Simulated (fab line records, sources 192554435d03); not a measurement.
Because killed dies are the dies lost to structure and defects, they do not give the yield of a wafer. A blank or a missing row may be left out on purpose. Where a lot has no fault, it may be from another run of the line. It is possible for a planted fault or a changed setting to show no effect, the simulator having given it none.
Matching of chambers | flow n5_finfet | N5_BEOL_M9_ETCH_65 on rie_diel-02: 4 sister chambers
The step etches SiARC in CF4, target depth 15.6 nm, time 26 s. 14 wafers are shown with their chamber, then 7 later ones without.

WAFERS WITH THEIR CHAMBER
wafer  | chamber | showerhead_plenum_p_Torr (Torr) | drypump_motor_current_A (A) | throttle_valve_pct (%)
L077.1 | 1       | 2.12                            | 6.2                         | 15.59
L077.4 | 1       | 2.12                            | 6.2                         | 15.58
L077.6 | 2       | 2.03                            | 5.6                         | 15.67
L079.1 | 1       | 2.12                            | 6.2                         | 15.58
L079.2 | 2       | 2.03                            | 5.6                         | 15.68
L079.3 | 3       | 2.25                            | 5.5                         | 15.27
L084.2 | 2       | 2.02                            | 5.6                         | 15.70
L084.3 | 1       | 2.12                            | 6.2                         | 15.59
L084.4 | 0       | 2.10                            | 5.3                         | 15.52
L088.2 | 1       | 2.11                            | 6.3                         | 15.64
L088.4 | 3       | 2.24                            | 5.5                         | 15.34
L088.5 | 1       | 2.11                            | 6.3                         | 15.62
L090.3 | 0       | 2.10                            | 5.2                         | 15.57
L090.4 | 1       | 2.11                            | 6.2                         | 15.62

SIGNATURES, as means of the wafers listed above
reading                  | chamber 0 | chamber 1 | chamber 2 | chamber 3 | scatter within a chamber
showerhead_plenum_p_Torr | 2.1000    | 2.1157    | 2.0267    | 2.2450    | 0.00537
drypump_motor_current_A  | 5.250     | 6.229     | 5.600     | 5.500     | 0.0439
throttle_valve_pct       | 15.5450   | 15.6029   | 15.6833   | 15.3050   | 0.0274
Rule: for each reading, subtract the chamber's mean from the wafer's reading, divide by that reading's scatter and square the result; add these up over the readings and take the root, which gives the wafer's distance from the chamber. If the next closest chamber is less than 2 further off than the closest, the wafer can't be placed; otherwise it belongs to the closest. The scatter is the square root of a quotient: the sum, over the shown wafers, of each reading's squared deviation from its chamber's mean, divided by wafers minus chambers.

WAFERS WITHOUT THEIR CHAMBER
wafer  | showerhead_plenum_p_Torr (Torr) | drypump_motor_current_A (A) | throttle_valve_pct (%)
L090.6 | 2.24                            | 5.5                         | 15.34
L091.1 | 2.11                            | 6.3                         | 15.65
L091.5 | 2.24                            | 5.5                         | 15.34
L091.6 | 2.09                            | 5.3                         | 15.59
L096.1 | 2.11                            | 6.2                         | 15.66
L096.4 | 2.23                            | 5.5                         | 15.37
L096.5 | 2.11                            | 6.2                         | 15.66

EACH ONE'S CHAMBER
wafer  | from the rows above | in truth
L090.6 | 3                   | 3
L091.1 | 1                   | 1
L091.5 | 3                   | 3
L091.6 | 0                   | 0
L096.1 | 1                   | 1
L096.4 | 3                   | 3
L096.5 | 1                   | 1
7 of 7 placed correctly. Left unplaced by these rows: 0. 0 placed wrongly.
